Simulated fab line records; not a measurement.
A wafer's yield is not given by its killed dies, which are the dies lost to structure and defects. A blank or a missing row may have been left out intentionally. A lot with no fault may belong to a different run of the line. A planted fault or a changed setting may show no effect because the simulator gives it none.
Struck lot and sound lot, side by side    flow n5 finfet    14 steps out of a route of 1938
Sound: wafers L101.1, L101.2, L101.6. Struck: wafers L112.1, L112.5, L112.6. At the end, the cause is stated.
For every step that has rows: the tool of each side, followed by ch and its chambers, followed by its first start. Under that, the readings that differ: sound wafers    struck wafers    difference of the means    sigmas: that difference in standard deviations of wafers without a fault.
alike: same words and numbers on both sides, and readings whose means sit less than 2 such deviations apart. not compared: any withheld reading, any reading some wafer has no value for, any bound like >300 that may hide the same value, and any number with overlapping values for which the record gives no deviation.
The two part at a step that has a row with sigmas, a row that says differs or no value, or rows on one side only. When numbers do not overlap yet have no deviation, they are printed without sigmas and do not part them. A reading missing from all wafers of one side parts the sides only when that side holds two or more wafers.

N5_BEOL_M15_STRIP_63: strips in O2.
  sound on rie diel-06 ch 0,3; struck on rie diel-06 ch 0,3
  alike: drypump motor current A, oes product au, rf vpp V, showerhead plenum p Torr, throttle valve pct
  not compared: rf hours counter h
N5_BEOL_M15_STRIP_64: strips in O2.
  sound on rie diel-06 ch 0,3; struck on rie diel-06 ch 0,3
  alike: drypump motor current A, oes product au, rf vpp V, showerhead plenum p Torr, throttle valve pct
  not compared: rf hours counter h
then, 2 steps without rows for these wafers: N5_BEOL_M15_STRIP_65 (strips in post etch residue remover, time 60 s); N5_BEOL_M15_SRD_66 (time 30 s, dry time 30 s).
N5_BEOL_M15_CD_MEAS_17: target cd 360 nm.
  struck on cd sem-02, day 16 07:08; sound on cd sem-01, day 13 02:32
  alike: cd nm
then, 1 step without rows for these wafers: N5_BEOL_M15_COAT_56 (time 60 s, resist thk 550 nm).
N5_BEOL_M15_ETCH_57: etches SOC in N2/H2, time 750 s.
  sound on rie diel-05 ch 0,1,3, day 13 02:38; struck on rie diel-05 ch 0, day 16 07:14
  alike: drypump motor current A, oes product au, rf vpp V, showerhead plenum p Torr, throttle valve pct
  not compared: rf hours counter h
then, 5 steps without rows for these wafers: N5_BEOL_M15_COAT_60 (time 60 s, resist thk 89 nm); N5_BEOL_M15_COAT_22 (resist thk 800 nm); N5_BEOL_M15_EBR_24; N5_BEOL_M15_SOFTBAKE_23 (time 60 s); N5_BEOL_M15_EXPOSE_25 (exposes mask M15, target cd 400 nm).
N5_BEOL_M15_PEB_26: peb time 90 s.
  sound on litho track-05 ch 0, day 13 03:25; struck on litho track-05, day 16 08:59
  no value came back on the struck wafers for chill plate temp C (C), exhaust pa (Pa), peb time s (s), plate temp C (C); on the sound wafers chill plate temp C (C) reads 22.92 22.90 22.80
then, 1 step without rows for these wafers: N5_BEOL_M15_DEVELOP_27 (develop time 45 s).

WHERE THEY PART
Within this record, at N5_BEOL_M15_PEB_26 only.

WHY: whatever the simulator had introduced
Skipped step whole: litho track-05, from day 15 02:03 on, at N5_BEOL_M15_PEB_26. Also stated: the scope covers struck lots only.
